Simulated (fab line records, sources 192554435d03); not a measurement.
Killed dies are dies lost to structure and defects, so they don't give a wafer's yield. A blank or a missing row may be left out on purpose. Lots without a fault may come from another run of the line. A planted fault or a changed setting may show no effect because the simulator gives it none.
Chamber matching | flow n5_finfet | N5_GATE_CUT_ETCH_36 on rie_diel-06: 4 sister chambers
The step etches SiARC in CF4, target depth 13 nm, time 21.7 s. 18 wafers are shown with their chamber, then 9 later ones without.

WAFERS WITH THEIR CHAMBER
wafer  | chamber | drypump_motor_current_A (A) | showerhead_plenum_p_Torr (Torr) | throttle_valve_pct (%)
L075.3 | 2       | 5.5                         | 2.07                            | 15.77
L075.4 | 1       | 5.9                         | 2.07                            | 15.74
L075.6 | 3       | 6.4                         | 2.05                            | 15.35
L077.1 | 3       | 6.4                         | 2.05                            | 15.36
L077.3 | 1       | 5.9                         | 2.07                            | 15.76
L077.5 | 0       | 5.5                         | 2.22                            | 16.08
L078.3 | 2       | 5.5                         | 2.07                            | 15.79
L078.4 | 1       | 5.9                         | 2.07                            | 15.74
L078.5 | 0       | 5.5                         | 2.22                            | 16.09
L079.1 | 2       | 5.4                         | 2.07                            | 15.80
L079.3 | 3       | 6.4                         | 2.04                            | 15.36
L079.5 | 2       | 5.4                         | 2.07                            | 15.80
L082.2 | 3       | 6.4                         | 2.04                            | 15.35
L082.3 | 0       | 5.5                         | 2.22                            | 16.11
L082.6 | 3       | 6.4                         | 2.04                            | 15.38
L087.3 | 2       | 5.4                         | 2.07                            | 15.82
L087.5 | 1       | 5.9                         | 2.07                            | 15.79
L087.6 | 0       | 5.5                         | 2.21                            | 16.12

SIGNATURES (means of the wafers above)
reading                  | chamber 0 | chamber 1 | chamber 2 | chamber 3 | scatter within a chamber
drypump_motor_current_A  | 5.500     | 5.900     | 5.440     | 6.400     | 0.0293
showerhead_plenum_p_Torr | 2.2175    | 2.0700    | 2.0700    | 2.0440    | 0.00373
throttle_valve_pct       | 16.1000   | 15.7575   | 15.7960   | 15.3600   | 0.0181
Rule: a wafer's distance from a chamber is the root of the sum, over the readings, of the square of ((its reading less the chamber's mean) divided by the reading's scatter). The wafer belongs to the nearest chamber; if the next one is less than 2 further off, it can't be placed. The scatter: the root of (the sum of the squares of (reading less its chamber's mean) over the shown wafers, divided by (wafers less chambers)).

WAFERS WITHOUT THEIR CHAMBER
wafer  | drypump_motor_current_A (A) | showerhead_plenum_p_Torr (Torr) | throttle_valve_pct (%)
L092.3 | 6.4                         | 2.04                            | 15.41
L092.5 | 5.4                         | 2.06                            | 15.83
L092.6 | 6.3                         | 2.04                            | 15.41
L094.1 | 6.4                         | 2.04                            | 15.41
L094.2 | 5.9                         | 2.06                            | 15.81
L094.4 | 5.5                         | 2.21                            | 16.14
L097.4 | 5.9                         | 2.06                            | 15.80
L097.5 | 5.5                         | 2.21                            | 16.17
L097.6 | 5.9                         | 2.06                            | 15.82

WHICH CHAMBER EACH WENT THROUGH
wafer  | from the rows above | in truth
L092.3 | 3                   | 3
L092.5 | 2                   | 2
L092.6 | 3                   | 3
L094.1 | 3                   | 3
L094.2 | 1                   | 1
L094.4 | 0                   | 0
L097.4 | 1                   | 1
L097.5 | 0                   | 0
L097.6 | 1                   | 1
Placed correctly: 9 of 9. Can't be placed from these rows: 0. Placed wrongly: 0.
